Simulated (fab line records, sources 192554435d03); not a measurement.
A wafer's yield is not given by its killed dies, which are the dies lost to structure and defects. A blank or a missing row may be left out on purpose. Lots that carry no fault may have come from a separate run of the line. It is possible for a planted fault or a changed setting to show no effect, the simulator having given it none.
Which tool did it? ; flow n5 finfet ; route of 1938 steps, sampled at 1 step: 11 lots, 32 wafers

WHAT EACH GAUGE READ, for each wafer
N5_BEOL_M7_OVL_MEAS_29.
lot;measured;on;V6_OVL (nm)
L841;day 8 22:00;overlay-01;-0.4 0.2 0.0
L842;day 9 07:28;overlay-02;-0.4 0.2 0.0
L843;day 9 18:37;overlay-02;1.4 0.6
L844;day 9 21:40;overlay-02;-0.1 1.3 -0.2
L848;day 11 05:36;overlay-02;0.0 0.3 0.5
L850;day 11 10:38;overlay-02;-0.6 0.4 -0.2
L849;day 11 23:10;overlay-02;0.4 -0.3 -0.1
L856;day 12 22:06;overlay-02;1.0 0.7 0.5
L851;day 12 22:16;overlay-01;0.5 1.5 0.8
L859;day 14 00:45;overlay-01;0.6 -0.1 -0.2
L863;day 15 06:52;overlay-02;1.6 1.3 0.6

TOOL THAT RAN EACH LOT (tool first, then ch and the chambers of the sampled wafers, then the start)
There is no process step in the record ahead of these readings.

THE ANSWER, worked out from the rows above alone
Rule: the usual values come from the lots themselves. The widest of any qualifying gaps counts: lots, ordered by their means at a reading, are off when they make up no more than a third of the lots, leave a main group of 4 or more, and stand apart from it by 3 or more times the standard deviation of that group's means. Not used: any main group whose means are identical at the precision the tables above print for the reading. A lot without any number at a reading at which 4 lots or more have one is off too. Any other lot the step has rows for is counted as sound.
Across all readings shown, no lot is off: no conclusion can be drawn from this.

WHAT THE SIMULATOR PUT IN
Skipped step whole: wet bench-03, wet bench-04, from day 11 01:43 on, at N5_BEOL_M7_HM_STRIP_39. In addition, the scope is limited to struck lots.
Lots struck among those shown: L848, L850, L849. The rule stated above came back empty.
